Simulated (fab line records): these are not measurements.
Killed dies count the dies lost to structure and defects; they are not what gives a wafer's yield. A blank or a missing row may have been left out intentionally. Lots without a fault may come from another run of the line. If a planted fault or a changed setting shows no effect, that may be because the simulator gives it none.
Matching of chambers + flow n5_finfet + pecvd-04 running N5_BEOL_M0_SAQP_ILD_DEP_01: 3 sister chambers
The step deposits SiOC from DEMS/O2, target thk 45.419 nm, time 8.7 s. 3 wafers are shown with their chamber, then 8 later ones without.

== WAFERS, EACH WITH ITS CHAMBER ==
| wafer  | chamber | showerhead_plenum_p_Torr (Torr) |
|--------|---------|---------------------------------|
| L083.1 | 0       | 5.708                           |
| L084.2 | 2       | 5.687                           |
| L085.2 | 1       | 5.710                           |

== WAFERS WITH NO CHAMBER GIVEN ==
| wafer  | showerhead_plenum_p_Torr (Torr) |
|--------|---------------------------------|
| L085.4 | 5.701                           |
| L085.6 | 5.671                           |
| L093.2 | 5.718                           |
| L093.3 | 5.710                           |
| L093.6 | 5.701                           |
| L086.3 | 5.695                           |
| L086.4 | 5.700                           |
| L086.5 | 5.683                           |

== THE CHAMBER EACH PASSED THROUGH ==
| wafer  | from the rows above          | in truth |
|--------|------------------------------|----------|
| L085.4 | can't be placed: 0 or 1 or 2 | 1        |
| L085.6 | 2                            | 2        |
| L093.2 | can't be placed: 1 or 0      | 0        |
| L093.3 | can't be placed: 1 or 0      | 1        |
| L093.6 | can't be placed: 0 or 1 or 2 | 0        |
| L086.3 | can't be placed: 2 or 0 or 1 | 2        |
| L086.4 | can't be placed: 0 or 1 or 2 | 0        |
| L086.5 | 2                            | 2        |
Correct placement for 2 of the 8. Not placeable from these rows: 6 (in 6, the candidates include the true chamber). Placed wrongly: 0.
How it was worked out, from the rows above alone: a wafer's distance from a chamber is the root of the sum, over the readings, of the square of ((its reading less the chamber's mean) divided by the reading's scatter). If the next closest chamber is less than 2 further off than the closest, the wafer can't be placed; otherwise it belongs to the closest. A chamber's mean is the mean of its shown wafers. The scatter: with one shown wafer a chamber, the root of the mean of the squares of how far each hidden wafer lies from its nearest shown one.
